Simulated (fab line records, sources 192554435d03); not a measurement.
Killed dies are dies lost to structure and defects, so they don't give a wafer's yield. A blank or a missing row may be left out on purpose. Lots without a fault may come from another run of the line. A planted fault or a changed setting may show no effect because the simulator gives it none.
fab line records | flow n5_finfet
record lots=11 wafers=33 last_day=17
route steps=1938 shown BEOL_M12@1644 TV_LITHO@1883 PASSIVATION@1908
lots that met no fault: from a run of the same line without faults
start_h: hours from the record's first day to the start of the lot's first wafer shown | wait_h: hours since the lot's step before | " the same as in the row above | L1.1+2: a row that stands for several wafers | - no value, or no start given | * or withheld: withheld | < > ~ a bound
route shown NAME@n: a module of which the file shows steps, and the number in the route of the first | usual: mean/standard deviation of fault-free wafers | same: alike in all rows | chamber/n: place in a boat | sites: the reading at each site | _std_site: their standard deviation | _edge_site: outer sites' mean less inner sites' | radius_mm: how far each site lies from the wafer's centre | mask NAME#n: copy n | behind: the tool/chamber that last shaped the wafer | hold: why the lot was held/for how many hours/how that ended | device: the transistor (n, p or np) that didn't switch | end of line: the same wafers' tests at the end of the route | a step without rows: its recipe alone | killed: dies lost to structure and defects at the first sort, not the wafer's yield | map: a wafer's dies, x killed, . not, _ none there
set.NAME: the setting as run; set.NAME@STEP: as run at that earlier step | model.NAME: the simulator's own value behind a step, which no gauge read
steps of the route over a sample of lots; a table a step, a row a wafer
services: from which hour (start_h, from the record's first day; less than 0 if before it) a tool's chamber was out of use, for how many hours, and why
## steps
# step N5_BEOL_M12_PRECLEAN_39
# recipe chemistry=residue_remover time_s=60 temp_c=40
# columns lot.wafer tool chamber start_h wait_h
L255.2+3+4 wet_bench-06 7,4,6 230.39 0.1
L257.3+4+6 wet_bench-03 0,1,2 234.76 0.1
L259.1+5+6 wet_bench-06 0,4,3 258.20 0.1
L258.3+4+6 wet_bench-06 6,7,5 265.82 0.1
L261.4+5+6 wet_bench-06 3,2,7 286.67 0.1
L264.1+3+5 wet_bench-03 3,7,2 287.05 0.1
L265.3+4+5 wet_bench-04 1,5,7 302.81 0.1
L269.2+4+6 wet_bench-06 4,6,3 320.54 0.1
L268.1+4+5 wet_bench-06 5,1,4 325.72 0.1
L278.1+2+6 wet_bench-04 4,3,2 368.67 0.1
L277.1+2+3 wet_bench-03 1,0,5 371.62 0.1
# step N5_PASSIVATION_CD_MEAS_10
# recipe target_cd_nm=3000 landing_energy_ev=500 detector=se_inlens
# usual cd_nm=3001/3.9
# columns lot.wafer tool chamber start_h wait_h cd_nm
L255.2 cd_sem-01 0 257.42 - 2994
L255.3 " 0 " " 2994
L255.4 " 0 " " 3001
L257.3 cd_sem-02 0 269.05 - 2997
L257.4 " 0 " " 2996
L257.6 " 0 " " 2998
L259.1 cd_sem-03 0 284.93 - 2999
L259.5 " 0 " " 3005
L259.6 " 0 " " 3003
L258.3 cd_sem-02 0 289.20 - 3003
L258.4 " 0 " " 2997
L258.6 " 0 " " 2994
L261.4 cd_sem-01 0 312.94 - 3001
L261.5 " 0 " " 3002
L261.6 " 0 " " 3000
L264.1 cd_sem-02 0 318.65 - 3001
L264.3 " 0 " " 2995
L264.5 " 0 " " 2999
L265.3 cd_sem-01 0 330.03 - 3001
L265.4 " 0 " " 3003
L265.5 " 0 " " 3004
L269.2 cd_sem-02 0 349.22 - 3005
L269.4 " 0 " " 3000
L269.6 " 0 " " 3008
L268.1 cd_sem-03 0 352.65 - 2999
L268.4 " 0 " " 3000
L268.5 " 0 " " 2998
L278.1 cd_sem-02 0 396.93 - 3003
L278.2 " 0 " " 3007
L278.6 " 0 " " 3004
L277.1 cd_sem-02 0 401.07 - 2995
L277.2 " 0 " " 2996
L277.3 " 0 " " 3000
# step N5_PASSIVATION_DESCUM_32
# recipe chemistry=O2 time_s=7.9 source_power_w=50 bias_power_w=20 pressure_mtorr=20 rf_frequency_hz=2.712e+07 temp_c=40 o2_flow_sccm=225
# usual drypump_motor_current_A=5.7/0.32 oes_product_au=0.81/0.079 rf_fwd_power_W=49.69/0.17 rf_vpp_V=243.5/1.1 showerhead_plenum_p_Torr=2.11/0.053 throttle_valve_pct=20.43/0.28
# columns lot.wafer tool chamber start_h wait_h drypump_motor_current_A oes_product_au rf_fwd_power_W rf_hours_counter_h rf_vpp_V showerhead_plenum_p_Torr throttle_valve_pct
L255.2 rie_diel-01 0 259.28 0.1 5.1 0.83 49.74 64 243.5 2.14 20.41
L255.3 " 2 " " 5.8 0.92 49.76 17 244.9 2.22 20.53
L255.4 " 3 " " 5.5 0.80 49.31 96 245.1 2.12 20.67
L257.3 rie_diel-06 2 271.16 0.0 5.7 0.78 49.81 120 243.9 2.09 20.53
L257.4 " 0 " " 5.5 0.79 49.80 84 241.0 2.00 19.83
L257.6 " 0 " " 5.6 0.79 49.65 - 242.2 2.00 19.83
L259.1 rie_diel-01 3 286.93 0.0 5.5 0.80 49.48 106 242.7 2.12 20.67
L259.5 " 1 " " 5.6 0.72 49.57 - 244.5 2.16 20.96
L259.6 " 0 " " 5.1 0.81 49.73 - 245.3 2.13 20.42
L258.3 rie_diel-04 1 293.59 0.1 5.4 0.66 49.59 - 243.2 2.07 20.44
L258.4 " 0 " " 6.2 0.84 49.62 - 242.7 2.13 20.25
L258.6 " 1 " " 5.4 0.66 49.74 - 242.5 2.07 20.42
L261.4 rie_diel-04 2 314.81 0.1 5.5 0.68 49.81 - 244.3 2.11 20.02
L261.5 " 3 " " 6.2 0.75 49.52 - 242.1 2.01 20.36
L261.6 " 0 " " 6.2 0.82 49.36 - 243.8 2.12 20.28
L264.1 rie_diel-01 1 320.75 0.1 5.6 0.71 49.56 248 243.5 2.16 20.95
L264.3 " 3 " " 5.5 0.79 49.75 118 242.8 2.11 20.71
L264.5 " 0 " " 5.1 0.79 50.13 - 243.5 2.13 20.45
L265.3 rie_diel-06 3 332.15 0.1 6.0 0.77 49.37 154 242.7 2.09 20.32
L265.4 " 0 " " 5.6 0.76 49.71 105 243.9 2.00 19.87
L265.5 " 1 " " 5.9 0.89 49.70 - 245.3 2.11 20.17
L269.2 rie_diel-01 3 353.73 0.0 5.5 0.79 49.79 133 243.8 2.11 20.73
L269.4 " 0 " " 5.1 0.78 49.91 100 242.6 2.12 20.47
L269.6 " 3 " " 5.5 0.78 49.70 - 242.6 2.11 20.73
L268.1 rie_diel-04 3 354.33 0.0 6.2 0.73 49.53 146 241.4 2.01 20.35
L268.4 " 1 " " 5.4 0.90 49.24 - 242.3 2.06 20.12
L268.5 " 3 " " 6.1 0.73 49.44 - 241.5 2.01 20.35
L278.1 rie_diel-01 3 398.78 0.0 5.5 0.75 49.52 152 243.8 2.10 20.75
L278.2 " 2 " " 5.8 0.84 49.57 67 244.3 2.20 20.61
L278.6 " 1 " " 5.5 0.92 49.70 - 245.1 2.15 20.63
L277.1 rie_diel-01 1 403.44 0.1 5.6 0.92 49.56 25 244.8 2.15 20.62
L277.2 " 0 " " 5.1 0.78 49.73 116 242.8 2.12 20.48
L277.3 " 3 " " 5.5 0.76 49.86 153 242.7 2.10 20.75
# step N5_PASSIVATION_STRIP_48
# recipe chemistry=O2 power_w=600 temp_c=60 pressure_mtorr=30 rf_frequency_hz=6e+07 bias_power_w=0 overash_fraction=0.5 o2_flow_sccm=225
# usual drypump_motor_current_A=5.7/0.31 oes_product_au=0.79/0.07 rf_vpp_V=3.8/2.3 showerhead_plenum_p_Torr=2.10/0.057 throttle_valve_pct=16.60/0.25
# columns lot.wafer tool chamber start_h wait_h drypump_motor_current_A oes_product_au rf_hours_counter_h rf_vpp_V showerhead_plenum_p_Torr throttle_valve_pct
L255.2 rie_diel-01 3 261.56 0.1 5.6 0.79 97 3.7 2.12 16.82
L255.3 " 1 " " 5.6 0.75 227 3.0 2.17 17.11
L255.4 " 2 " " 5.9 0.89 17 4.2 2.22 16.63
L257.3 rie_diel-01 1 273.69 0.1 5.6 0.70 232 1.2 2.17 17.06
L257.4 " 0 " " 5.1 0.82 69 3.3 2.14 16.65
L257.6 " 1 " " 5.6 0.73 - 3.1 2.17 17.15
L259.1 rie_diel-04 2 289.38 0.1 5.5 0.67 234 3.1 2.11 16.32
L259.5 " 2 " " 5.5 0.69 - 2.4 2.11 16.34
L259.6 " 1 " " 5.4 0.66 - 4.9 2.07 16.79
L258.3 rie_diel-04 0 296.27 0.1 6.2 0.87 78 4.4 2.13 16.46
L258.4 " 3 " " 6.1 0.76 - 7.8 2.02 16.60
L258.6 " 1 " " 5.5 0.64 - 3.7 2.07 16.73
L261.4 rie_diel-06 0 317.19 0.1 5.5 0.80 100 1.6 2.00 16.19
L261.5 " 3 " " 6.1 0.77 - 5.9 2.10 16.63
L261.6 " 0 " " 5.5 0.77 - 5.5 2.00 16.28
L264.1 rie_diel-06 1 323.14 0.1 5.9 0.91 32 2.1 2.11 16.37
L264.3 " 3 " " 6.0 0.76 150 2.4 2.10 16.52
L264.5 " 2 " " 5.7 0.77 - 3.0 2.08 16.84
L265.3 rie_diel-06 3 334.44 0.1 6.0 0.79 155 0.6 2.09 16.62
L265.4 " 1 " " 5.9 0.90 36 2.8 2.11 16.41
L265.5 " 1 " " 5.9 0.87 - 9.9 2.11 16.42
L269.2 rie_diel-06 0 356.19 0.1 5.6 0.76 114 0 2.00 16.16
L269.4 " 1 " " 5.9 0.89 43 5.0 2.11 16.42
L269.6 " 0 " " 5.5 0.74 - 3.1 2.00 16.24
L268.1 rie_diel-06 3 356.79 0.1 6.1 0.75 163 6.8 2.09 16.75
L268.4 " 1 " " 5.9 0.89 43 3.2 2.11 16.35
L268.5 " 0 " " 5.5 0.73 - 7.0 2.00 16.16
L278.1 rie_diel-04 1 401.26 0.1 5.3 0.87 27 5.1 2.06 16.30
L278.2 " 2 " " 5.4 0.99 13 7.9 2.10 15.96
L278.6 " 3 " " 6.2 0.70 - 2.2 2.01 16.66
L277.1 rie_diel-01 2 405.91 0.1 5.9 0.87 70 0.4 2.20 16.75
L277.2 " 0 " " 5.1 0.77 116 4.0 2.12 16.79
L277.3 " 1 " " 5.6 0.89 26 2.0 2.15 16.75
# step N5_PASSIVATION_PROBE_49
# usual defect_limited_yield=91.4/1.6 killed_at_M0_to_M3=35/10 killed_at_M4_up=12/4.7 killed_at_contacts=12/5.8 killed_at_front_end=38/12 killed_at_other=4/3.2 killed_dies=102/18 killed_on_rim=13/4.2 killed_open=68/14 killed_short=32/8 sort_bin_4_leakage=0.00/0.043 sort_bin_5_function=5.1/0.96 sort_bin_6_memory=3.2/0.77 sort_bin_8_speed=0.1/0.39 sort_n_pass=1078/20 sort_yield_pct=91.3/1.7
# same gross_dies=1180 killed_at_back_side=0
# columns lot.wafer tool chamber start_h wait_h defect_limited_yield[%] killed_at_M0_to_M3 killed_at_M4_up killed_at_contacts killed_at_front_end killed_at_other killed_dies killed_on_rim killed_open killed_short sort_bin_4_leakage[%] sort_bin_5_function[%] sort_bin_6_memory[%] sort_bin_8_speed[%] sort_n_pass sort_yield_pct[%]
L259.1 prober-01 - 291.88 0.0 88.8 38 20 9 64 1 132 15 86 46 0 5.8 5.0 0 1048 88.8
L259.5 prober-01 - 292.08 0.2 88.6 38 18 17 60 1 134 17 96 38 0 6.6 4.2 0 1046 88.6
L259.6 prober-01 - 292.13 0.3 89.0 41 18 16 50 5 130 14 75 55 0 5.8 4.4 0 1050 89.0
L264.1 prober-01 - 325.63 0.0 91.8 33 10 13 39 2 97 13 75 22 0 4.8 3.3 0 1083 91.8
L264.3 prober-01 - 325.73 0.1 94.6 21 10 6 24 3 64 5 43 19 0 3.4 1.6 0.2 1114 94.4
L264.5 prober-01 - 325.83 0.2 93.1 29 7 6 35 4 81 8 49 32 0 4.6 2.0 0 1099 93.1
L269.2 prober-02 - 359.63 1.0 86.2 23 95 8 37 0 163 25 53 25 0 9.2 3.1 0 1017 86.2
L269.4 prober-02 - 359.73 1.1 89.4 33 18 25 45 4 125 21 91 34 0 5.4 4.7 0 1055 89.4
L269.6 prober-02 - 359.83 1.2 89.7 44 12 13 52 1 122 16 78 44 0 5.5 4.4 0 1058 89.7
L268.1 prober-01 - 359.75 0.5 92.1 29 14 12 36 2 93 20 69 24 0 4.9 2.4 0 1087 92.1
L268.4 prober-01 - 359.90 0.6 92.7 27 9 15 30 5 86 11 53 32 0 5.3 1.9 0 1094 92.7
L268.5 prober-01 - 359.95 0.7 85.4 29 89 12 39 3 172 25 68 25 0 9.2 3.9 0 1008 85.4
L278.1 prober-02 - 403.77 0.0 90.1 39 14 19 42 3 117 22 85 31 0 6.0 3.7 0 1063 90.1
L278.2 prober-02 - 403.82 0.1 90.8 31 5 17 54 1 108 18 71 35 0 5.1 3.7 0 1072 90.8
L278.6 prober-02 - 404.02 0.3 91.1 31 15 12 44 3 105 12 66 39 0 6.2 2.5 0 1075 91.1
# killed by level:class
L259.1 FIN_SAQP:geometric_particle:open=15 BEOL_M0_SAQP:geometric_particle:open=14 BEOL_M4:geometric_particle:open=14 STI_FIN_REVEAL:geometric_particle:open=13 FIN_SAQP:geometric_particle:short=10 BEOL_M0_SAQP:geometric_particle:short=9 GATE_CUT:geometric_particle:short=7 MOL_CONTACT_COAG:geometric_particle:open=7
L259.5 FIN_SAQP:geometric_particle:open=18 DUMMY_GATE:geometric_particle:open=12 MOL_CONTACT_COAG:geometric_particle:open=12 BEOL_M0_SAQP:geometric_particle:short=11 BEOL_M0_SAQP:geometric_particle:open=11 BEOL_M4:geometric_particle:open=10 FIN_SAQP:geometric_particle:short=9 STI_FIN_REVEAL:geometric_particle:open=9
L259.6 BEOL_M0_SAQP:geometric_particle:short=14 FIN_SAQP:geometric_particle:open=11 BEOL_M0_SAQP:geometric_particle:open=11 MOL_CONTACT_COAG:geometric_particle:open=9 FIN_SAQP:geometric_particle:short=8 MOL_CONTACT_COAG:geometric_particle:short=7 BEOL_M4:geometric_particle:open=7 BEOL_M1:geometric_particle:open=6
L264.1 FIN_SAQP:geometric_particle:open=15 MOL_CONTACT_COAG:geometric_particle:open=12 BEOL_M2:geometric_particle:open=11 STI_FIN_REVEAL:geometric_particle:open=8 BEOL_M0:geometric_particle:open=8 BEOL_M0_SAQP:geometric_particle:open=4 BEOL_M4:geometric_particle:open=4 FIN_SAQP:geometric_particle:short=3
L264.3 DUMMY_GATE:geometric_particle:open=10 BEOL_M4:geometric_particle:open=7 BEOL_M1:geometric_particle:open=5 MOL_CONTACT_COAG:geometric_particle:open=4 BEOL_M0_SAQP:geometric_particle:short=4 BEOL_M2:geometric_particle:open=4 BEOL_M0:geometric_particle:open=3 FIN_SAQP:geometric_particle:open=2
L264.5 STI_FIN_REVEAL:geometric_particle:open=9 BEOL_M2:geometric_particle:open=6 FIN_SAQP:geometric_particle:short=4 STI_FIN_REVEAL:geometric_particle:short=4 MOL_CONTACT_COAG:geometric_particle:open=4 BEOL_M0_SAQP:geometric_particle:open=4 BEOL_M0:geometric_particle:open=4 FIN_SAQP:geometric_particle:open=3
L269.2 BEOL_M12:unspecified=85 STI_FIN_REVEAL:geometric_particle:open=10 BEOL_M0_SAQP:geometric_particle:short=9 FIN_SAQP:geometric_particle:open=8 MOL_CONTACT_COAG:geometric_particle:open=8 GATE_CUT:geometric_particle:short=5 GATE_CUT:geometric_particle:open=5 BEOL_M0_SAQP:geometric_particle:open=5
L269.4 MOL_CONTACT_COAG:geometric_particle:open=21 FIN_SAQP:geometric_particle:open=14 BEOL_M2:geometric_particle:open=13 STI_FIN_REVEAL:geometric_particle:open=8 FIN_SAQP:geometric_particle:short=7 BEOL_M4:geometric_particle:open=6 BEOL_M1:geometric_particle:open=5 MOL_CONTACT_COAG:geometric_particle:short=4
L268.1 BEOL_M0_SAQP:geometric_particle:open=10 GATE_CUT:geometric_particle:open=9 MOL_CONTACT_COAG:geometric_particle:open=9 FIN_SAQP:geometric_particle:open=7 BEOL_M0_SAQP:geometric_particle:short=6 BEOL_M2:geometric_particle:open=6 DUMMY_GATE:geometric_particle:open=5 BEOL_M4:geometric_particle:open=5
L269.6 FIN_SAQP:geometric_particle:open=16 BEOL_M0_SAQP:geometric_particle:short=16 MOL_CONTACT_COAG:geometric_particle:open=10 FIN_SAQP:geometric_particle:short=9 BEOL_M3:geometric_particle:open=9 BEOL_M1:geometric_particle:open=8 BEOL_M2:geometric_particle:open=7 DUMMY_GATE:geometric_particle:open=6
L268.4 STI_FIN_REVEAL:geometric_particle:open=12 BEOL_M0_SAQP:geometric_particle:short=12 MOL_CONTACT_COAG:geometric_particle:open=11 BEOL_M0_SAQP:geometric_particle:open=8 GATE_CUT:geometric_particle:short=4 MOL_CONTACT_COAG:geometric_particle:short=4 PASS1_CAP:geometric_particle:open=4 GATE_CUT:geometric_particle:open=3
L268.5 BEOL_M12:unspecified=76 STI_FIN_REVEAL:geometric_particle:open=8 MOL_CONTACT_COAG:geometric_particle:open=8 BEOL_M0_SAQP:geometric_particle:open=8 BEOL_M1:geometric_particle:open=7 BEOL_M7:geometric_particle:open=7 FIN_SAQP:geometric_particle:short=6 BEOL_M2:geometric_particle:open=6
L278.1 MOL_CONTACT_COAG:geometric_particle:open=17 FIN_SAQP:geometric_particle:open=15 BEOL_M0_SAQP:geometric_particle:open=12 FIN_SAQP:geometric_particle:short=11 BEOL_M2:geometric_particle:open=9 BEOL_M0_SAQP:geometric_particle:short=7 BEOL_M3:geometric_particle:open=7 BEOL_M4:geometric_particle:open=6
L278.2 FIN_SAQP:geometric_particle:short=17 FIN_SAQP:geometric_particle:open=14 MOL_CONTACT_COAG:geometric_particle:open=14 BEOL_M0_SAQP:geometric_particle:open=12 BEOL_M0_SAQP:geometric_particle:short=8 DUMMY_GATE:geometric_particle:open=6 BEOL_M2:geometric_particle:open=5 GATE_CUT:geometric_particle:open=4
L278.6 BEOL_M0_SAQP:geometric_particle:open=11 BEOL_M0_SAQP:geometric_particle:short=11 FIN_SAQP:geometric_particle:open=10 STI_FIN_REVEAL:geometric_particle:open=10 MOL_CONTACT_COAG:geometric_particle:open=8 FIN_SAQP:geometric_particle:short=7 STARTING-WAFER:geometric_particle:short=5 MOL_CONTACT_COAG:geometric_particle:short=4
## services
# columns tool chamber start_h hours kind
rie_diel-06 3 242.09 1.5 repair
rie_diel-06 0 242.48 1.3 repair
rie_diel-04 0 276.72 15.8 repair
rie_diel-04 3 290.02 5.1 repair
rie_diel-04 2 293.54 9.1 repair
rie_diel-04 1 302.68 - clean
rie_diel-04 1 302.68 - consumable_replace:focus_ring
rie_diel-04 1 302.68 12.8 scheduled_down
rie_diel-04 1 302.68 12.8 vent_cycle
rie_diel-01 1 325.37 - clean
rie_diel-01 1 325.37 - consumable_replace:focus_ring
rie_diel-01 1 325.37 12.6 scheduled_down
rie_diel-01 1 325.37 12.6 vent_cycle
rie_diel-04 3 327.77 1.6 repair
rie_diel-04 2 340.26 - clean
rie_diel-04 2 340.26 - consumable_replace:focus_ring
rie_diel-04 2 340.26 17.9 scheduled_down
rie_diel-04 2 340.26 17.9 vent_cycle
rie_diel-01 2 366.86 2.7 repair
rie_diel-01 0 392.70 7.0 repair
rie_diel-01 2 393.83 4.5 repair
## key
first_sign step=N5_PASSIVATION_PROBE_49 reading=killed_at_M4_up direction=up sigmas=17 usual=12 struck=92
effect step=N5_PASSIVATION_PROBE_49 reading=killed_dies direction=up sigmas=3.6 usual=102 struck=168
more_kills_born_at N5_BEOL_M12_PRECLEAN_39@wet_bench-06=161
met_at N5_BEOL_M12_PRECLEAN_39
struck_lots L268,L269
struck_wafers L268.5,L269.2
not_acting_at N5_PASSIVATION_CD_MEAS_10,N5_PASSIVATION_DESCUM_32,N5_PASSIVATION_STRIP_48
onset_between 258.20 320.54
fault kind=chamber_particle_source tool=wet_bench-06 chamber=4 onset_h=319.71 steps=N5_BEOL_M12_PRECLEAN_39 rate_per_visit_cm2=0.39414 end_h=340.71
